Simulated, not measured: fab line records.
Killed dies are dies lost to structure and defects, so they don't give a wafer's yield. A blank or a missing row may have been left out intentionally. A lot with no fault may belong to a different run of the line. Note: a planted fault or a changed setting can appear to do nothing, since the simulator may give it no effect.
Matching of chambers :: flow nandHarc :: pecvd-01 running NHARC_A_STAIRCASE_DEP_301: 3 sister chambers
The step deposits SiON, target thk 30 nm. 6 wafers are shown with their chamber, then 10 later ones without.

## WAFERS, EACH WITH ITS CHAMBER
wafer: L082.5
chamber: 1
showerheadVppV (V): 1141
heaterPowerOuterW (W): 488

wafer: L085.1
chamber: 2
showerheadVppV (V): 1173
heaterPowerOuterW (W): 455

wafer: L085.3
chamber: 0
showerheadVppV (V): 1136
heaterPowerOuterW (W): 426

wafer: L085.6
chamber: 0
showerheadVppV (V): 1120
heaterPowerOuterW (W): 432

wafer: L087.2
chamber: 1
showerheadVppV (V): 1124
heaterPowerOuterW (W): 503

wafer: L087.4
chamber: 2
showerheadVppV (V): 1171
heaterPowerOuterW (W): 530

## WAFERS WHOSE CHAMBER IS MISSING
wafer: L087.5
showerheadVppV (V): 1103
heaterPowerOuterW (W): 455

wafer: L091.2
showerheadVppV (V): 1096
heaterPowerOuterW (W): 480

wafer: L091.3
showerheadVppV (V): 1121
heaterPowerOuterW (W): 585

wafer: L091.6
showerheadVppV (V): 1169
heaterPowerOuterW (W): 529

wafer: L092.3
showerheadVppV (V): 1113
heaterPowerOuterW (W): 552

wafer: L092.5
showerheadVppV (V): 1139
heaterPowerOuterW (W): 420

wafer: L092.6
showerheadVppV (V): 1113
heaterPowerOuterW (W): 546

wafer: L096.1
showerheadVppV (V): 1170
heaterPowerOuterW (W): 489

wafer: L096.2
showerheadVppV (V): 1137
heaterPowerOuterW (W): 401

wafer: L096.6
showerheadVppV (V): 1114
heaterPowerOuterW (W): 483

## THE CHAMBER EACH PASSED THROUGH
wafer: L087.5
from the rows above: can't be placed: 0 or 1
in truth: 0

wafer: L091.2
from the rows above: can't be placed: 0 or 1
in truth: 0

wafer: L091.3
from the rows above: can't be placed: 1 or 0
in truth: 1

wafer: L091.6
from the rows above: 2
in truth: 2

wafer: L092.3
from the rows above: can't be placed: 1 or 0
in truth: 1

wafer: L092.5
from the rows above: can't be placed: 0 or 1
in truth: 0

wafer: L092.6
from the rows above: can't be placed: 1 or 0
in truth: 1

wafer: L096.1
from the rows above: 2
in truth: 2

wafer: L096.2
from the rows above: can't be placed: 0 or 1
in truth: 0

wafer: L096.6
from the rows above: can't be placed: 1 or 0
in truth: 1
Correctly placed: 2 of 10. From these rows, 8 cannot be placed; in 8 the true chamber is one of the candidates. Placed wrongly: 0.
How it was worked out, from the rows above alone: a wafer's distance from a chamber is the root of the sum, over the readings, of the square of ((its reading less the chamber's mean) divided by the reading's scatter). The wafer belongs to the nearest chamber; if the next one is less than 2 further off, it can't be placed. Each chamber's mean is taken over the wafers shown for it. How the scatter is found: for the shown wafers, subtract from each reading the mean of its chamber, square and add these, divide the total by (wafers less chambers), then take the root.
